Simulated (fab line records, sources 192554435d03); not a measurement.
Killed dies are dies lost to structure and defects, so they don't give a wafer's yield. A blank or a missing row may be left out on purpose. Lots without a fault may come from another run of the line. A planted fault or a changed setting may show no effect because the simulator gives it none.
Check of tool commonality -- flow n5Finfet -- 24 wafers sampled across 8 lots

THE REASON FOR OPENING IT
Flagged at N5_ZERO_LAYER_INSPECT_20: reading rawDefectCount, on 2 of 8 lots. Wafers without a fault read 38, standard deviation 17.
Rule: a lot is flagged in two cases, either no wafer of it has a number, or all its wafers with numbers fall more than 4 standard deviations from that mean. As for the other lots, they are considered sound.

lot,measured,on,"rawDefectCount, wafer by wafer",flag
L656,day 1 19:26,defectInspect-02,42 41 27,
L659,day 2 13:17,defectInspect-02,73 58 72,
L664,day 3 20:20,defectInspect-01,978 1042 1018,FLAGGED
L666,day 4 07:31,defectInspect-01,1008 1014 983,FLAGGED
L671,day 5 13:26,defectInspect-02,25 26 37,
L674,day 6 07:23,defectInspect-01,28 43 16,
L675,day 6 13:25,defectInspect-02,38 39 39,
L678,day 7 07:23,defectInspect-01,31 34 42,
Average over the flagged lots: 1007; offset from the usual +969, equal to +57 standard deviations.

WHICH TOOL RAN EACH LOT
The record keeps 1 process step preceding the reading, out of 1938 steps on the route. Every cell lists first the tool, next ch and the chambers used by the sampled wafers, and last the start.
lot,flag,N5_ZERO_LAYER_ETCH_18
L656,,"rieSi-03 ch 0,3, day 1 18:56"
L659,,"rieSi-05 ch 2,3, day 2 12:50"
L664,FLAGGED,"rieSi-03 ch 1,2,3, day 3 19:52"
L666,FLAGGED,"rieSi-03 ch 1,2,3, day 4 06:56"
L671,,"rieSi-05 ch 2,3, day 5 12:59"
L674,,"rieSi-05 ch 0,3, day 6 06:55"
L675,,"rieSi-05 ch 0,1,2, day 6 12:55"
L678,,"rieSi-02 ch 1,3, day 7 06:55"
What is done by these steps:
- N5_ZERO_LAYER_ETCH_18: etches Si in HBr/Cl2, target depth 120 nm, time 40 s.
- N5_ZERO_LAYER_INSPECT_20: inspects for defects (darkfield).

FLAGGED AGAINST TOTAL, ONE TOOL AT A TIME (gauges that did the reading follow at the end)
step,tool,lots run,flagged,share of the flagged lots,sound lots run after its first flagged lot
N5_ZERO_LAYER_ETCH_18,rieSi-02,1,0,none,-
N5_ZERO_LAYER_ETCH_18,rieSi-03,3,2,all,0
N5_ZERO_LAYER_ETCH_18,rieSi-05,4,0,none,-
N5_ZERO_LAYER_INSPECT_20,defectInspect-01,4,2,all,"2 (L674,L678)"
N5_ZERO_LAYER_INSPECT_20,defectInspect-02,4,0,none,-

WHAT THE TABLE ALLOWS
Every flagged lot went through 2 rows of the table: rieSi-03 at N5_ZERO_LAYER_ETCH_18 and defectInspect-01 at N5_ZERO_LAYER_INSPECT_20.
- rieSi-03 at N5_ZERO_LAYER_ETCH_18: 2 of its 3 lots flagged. It ran its last sound lot, L656, at day 1 18:56 and its first flagged lot, L664, at day 3 19:52: a fault with its onset between the two fits.
- defectInspect-01 at N5_ZERO_LAYER_INSPECT_20: 2 of its 4 lots flagged. After the first flagged lot (L674, L678), sound lots still ran on it; a lasting fault on the whole tool would not permit that.
What remains is a single tool, rieSi-03 at N5_ZERO_LAYER_ETCH_18.

WHAT THE SIMULATOR HAD INSERTED
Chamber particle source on rieSi-03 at N5_ZERO_LAYER_ETCH_18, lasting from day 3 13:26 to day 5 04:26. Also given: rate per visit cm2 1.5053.
Struck lots among those shown: L664, L666. The same result came from the rule above.
